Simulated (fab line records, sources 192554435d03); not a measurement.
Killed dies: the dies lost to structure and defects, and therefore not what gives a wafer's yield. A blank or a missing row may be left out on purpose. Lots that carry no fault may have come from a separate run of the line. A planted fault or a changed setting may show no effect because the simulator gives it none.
Matching of chambers | flow n5-finfet | N5_BEOL_M11_STRIP_19 on rie-diel-03: 4 sister chambers
The step strips in O2. 8 wafers are shown with their chamber, then 10 later ones without.

== WAFERS PAIRED WITH THEIR CHAMBERS ==
wafer  | chamber | showerhead-plenum-p-Torr (Torr) | drypump-motor-current-A (A)
L088.6 | 2       | 1.98                            | 5.2
L084.6 | 2       | 1.98                            | 5.2
L086.1 | 1       | 2.19                            | 6.0
L087.1 | 3       | 2.14                            | 5.9
L087.2 | 0       | 2.22                            | 5.2
L087.6 | 1       | 2.19                            | 6.0
L091.1 | 3       | 2.14                            | 5.9
L091.3 | 0       | 2.21                            | 5.3

== WAFERS WHOSE CHAMBER IS MISSING ==
wafer  | showerhead-plenum-p-Torr (Torr) | drypump-motor-current-A (A)
L091.4 | 1.98                            | 5.2
L092.2 | 2.21                            | 5.2
L092.5 | 2.21                            | 5.2
L092.6 | 2.14                            | 5.9
L094.4 | 2.21                            | 5.2
L094.5 | 1.97                            | 5.2
L094.6 | 2.14                            | 5.9
L095.2 | 1.97                            | 5.2
L095.4 | 2.21                            | 5.3
L095.5 | 1.97                            | 5.2

== WHICH CHAMBER EACH WENT THROUGH ==
wafer  | from the rows above | in truth
L091.4 | 2                   | 2
L092.2 | 0                   | 0
L092.5 | 0                   | 0
L092.6 | 3                   | 3
L094.4 | 0                   | 0
L094.5 | 2                   | 2
L094.6 | 3                   | 3
L095.2 | 2                   | 2
L095.4 | 0                   | 0
L095.5 | 2                   | 2
Correctly placed: 10 of 10. Number that these rows cannot place: 0. Wrongly placed: 0.
How it was worked out, from the rows above alone: a wafer's distance from a chamber is the root of the sum, over the readings, of the square of ((its reading less the chamber's mean) divided by the reading's scatter). The wafer belongs to the nearest chamber; if the next one is less than 2 further off, it can't be placed. The mean given for a chamber averages the wafers shown for that chamber. The scatter: the root of (the sum of the squares of (reading less its chamber's mean) over the shown wafers, divided by (wafers less chambers)).
